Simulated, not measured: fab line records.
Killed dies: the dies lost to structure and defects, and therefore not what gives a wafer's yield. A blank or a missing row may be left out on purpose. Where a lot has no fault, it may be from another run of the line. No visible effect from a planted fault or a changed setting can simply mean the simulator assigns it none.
Matching of chambers | flow n5 finfet | N5_BEOL_M3_DEP_57 on pecvd-02 has 3 sister chambers
The step deposits SiCN from 3MS/NH3, target thk 8 nm, time 14 s. 6 wafers are shown with their chamber, then 9 later ones without.

WAFERS, EACH WITH ITS CHAMBER
wafer  | chamber | throttle valve pct (%) | showerhead plenum p Torr (Torr)
L076.3 | 2       | 8.8                    | 3.655
L076.5 | 2       | 8.9                    | 3.655
L085.4 | 1       | 9.6                    | 3.660
L086.2 | 0       | 9.5                    | 3.672
L086.4 | 1       | 9.4                    | 3.670
L086.6 | 0       | 9.5                    | 3.667

WAFERS WITHOUT THEIR CHAMBER
wafer  | throttle valve pct (%) | showerhead plenum p Torr (Torr)
L092.1 | 9.6                    | 3.675
L092.4 | 9.0                    | 3.652
L092.6 | 9.9                    | 3.668
L094.2 | 8.9                    | 3.650
L094.3 | 9.5                    | 3.674
L094.5 | 9.5                    | 3.666
L095.4 | 9.5                    | 3.670
L095.5 | 9.8                    | 3.677
L095.6 | 9.3                    | 3.663

WHICH CHAMBER EACH ONE RAN IN
wafer  | from the rows above     | in truth
L092.1 | can't be placed: 0 or 1 | 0
L092.4 | 2                       | 2
L092.6 | can't be placed: 0 or 1 | 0
L094.2 | 2                       | 2
L094.3 | can't be placed: 0 or 1 | 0
L094.5 | can't be placed: 1 or 0 | 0
L095.4 | can't be placed: 0 or 1 | 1
L095.5 | can't be placed: 0 or 1 | 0
L095.6 | can't be placed: 1 or 0 | 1
2 of 9 placed correctly. From these rows, 7 cannot be placed; in 7 the true chamber is one of the candidates. 0 placed wrongly.
How it was worked out, from the rows above alone: a wafer's distance from a chamber is the root of the sum, over the readings, of the square of ((its reading less the chamber's mean) divided by the reading's scatter). The wafer belongs to the nearest chamber; if the next one is less than 2 further off, it can't be placed. For every chamber, the mean is computed from those of its wafers that are shown. The scatter is the square root of a quotient: the sum, over the shown wafers, of each reading's squared deviation from its chamber's mean, divided by wafers minus chambers.
